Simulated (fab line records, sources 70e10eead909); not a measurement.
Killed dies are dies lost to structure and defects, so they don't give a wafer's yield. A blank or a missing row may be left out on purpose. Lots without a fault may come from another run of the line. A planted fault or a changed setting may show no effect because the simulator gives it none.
Chamber matching | flow nand_harc | NHARC_A_ZERO_WELL_DESCUM_12 on rie_diel-04: 4 sister chambers
The step chemistry O2, time 3 s. 4 wafers are shown with their chamber, then 12 later ones without.

WAFERS WITH THEIR CHAMBER
wafer  | chamber | drypump_motor_current_A (A)
L085.3 | 2       | 5.8
L086.5 | 3       | 5.6
L088.5 | 0       | 6.6
L088.6 | 1       | 5.9

WAFERS WITHOUT THEIR CHAMBER
wafer  | drypump_motor_current_A (A)
L090.2 | 5.6
L090.4 | 5.9
L090.5 | 5.6
L092.3 | 5.9
L092.5 | 6.5
L092.6 | 5.6
L094.2 | 6.5
L094.4 | 5.6
L094.6 | 6.5
L097.2 | 5.6
L097.3 | 6.6
L097.5 | 5.6

WHICH CHAMBER EACH WENT THROUGH
wafer  | from the rows above | in truth
L090.2 | 3                   | 3
L090.4 | 1                   | 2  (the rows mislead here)
L090.5 | 3                   | 3
L092.3 | 1                   | 1
L092.5 | 0                   | 0
L092.6 | 3                   | 3
L094.2 | 0                   | 0
L094.4 | 3                   | 3
L094.6 | 0                   | 0
L097.2 | 3                   | 3
L097.3 | 0                   | 0
L097.5 | 3                   | 3
Placed correctly: 11 of 12. Can't be placed from these rows: 0. Placed wrongly: 1.
How it was worked out, from the rows above alone: a wafer's distance from a chamber is the root of the sum, over the readings, of the square of ((its reading less the chamber's mean) divided by the reading's scatter). The wafer belongs to the nearest chamber; if the next one is less than 2 further off, it can't be placed. A chamber's mean is the mean of its shown wafers. The scatter: with one shown wafer a chamber, the root of the mean of the squares of how far each hidden wafer lies from its nearest shown one.
